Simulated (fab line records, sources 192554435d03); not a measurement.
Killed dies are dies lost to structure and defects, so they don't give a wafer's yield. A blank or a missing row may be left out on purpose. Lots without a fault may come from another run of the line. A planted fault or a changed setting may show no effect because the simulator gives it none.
Chamber matching | flow n5_finfet | N5_ILD0_LINER_00 on ald_sin-04: 4 sister chambers
The step material SiNx, target thk 4 nm, pulse time 1 s, purge time 2 s. 4 wafers are shown with their chamber, then 10 later ones without.

WAFERS WITH THEIR CHAMBER
wafer  | chamber | heater_power_w (W)
L082.2 | 0       | 693
L091.2 | 3       | 677
L092.2 | 2       | 779
L092.4 | 1       | 841

WAFERS WITHOUT THEIR CHAMBER
wafer  | heater_power_w (W)
L092.6 | 668
L093.1 | 850
L093.5 | 786
L093.6 | 683
L094.2 | 669
L094.3 | 682
L094.5 | 785
L096.1 | 804
L096.3 | 858
L096.5 | 766

WHICH CHAMBER EACH WENT THROUGH
wafer  | from the rows above     | in truth
L092.6 | can't be placed: 3 or 0 | 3
L093.1 | 1                       | 1
L093.5 | 2                       | 2
L093.6 | can't be placed: 3 or 0 | 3
L094.2 | can't be placed: 3 or 0 | 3
L094.3 | can't be placed: 3 or 0 | 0
L094.5 | 2                       | 2
L096.1 | can't be placed: 2 or 1 | 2
L096.3 | 1                       | 1
L096.5 | 2                       | 2
Placed correctly: 5 of 10. Can't be placed from these rows: 5 (the true chamber is among the candidates in 5). Placed wrongly: 0.
How it was worked out, from the rows above alone: a wafer's distance from a chamber is the root of the sum, over the readings, of the square of ((its reading less the chamber's mean) divided by the reading's scatter). The wafer belongs to the nearest chamber; if the next one is less than 2 further off, it can't be placed. A chamber's mean is the mean of its shown wafers. The scatter: with one shown wafer a chamber, the root of the mean of the squares of how far each hidden wafer lies from its nearest shown one.
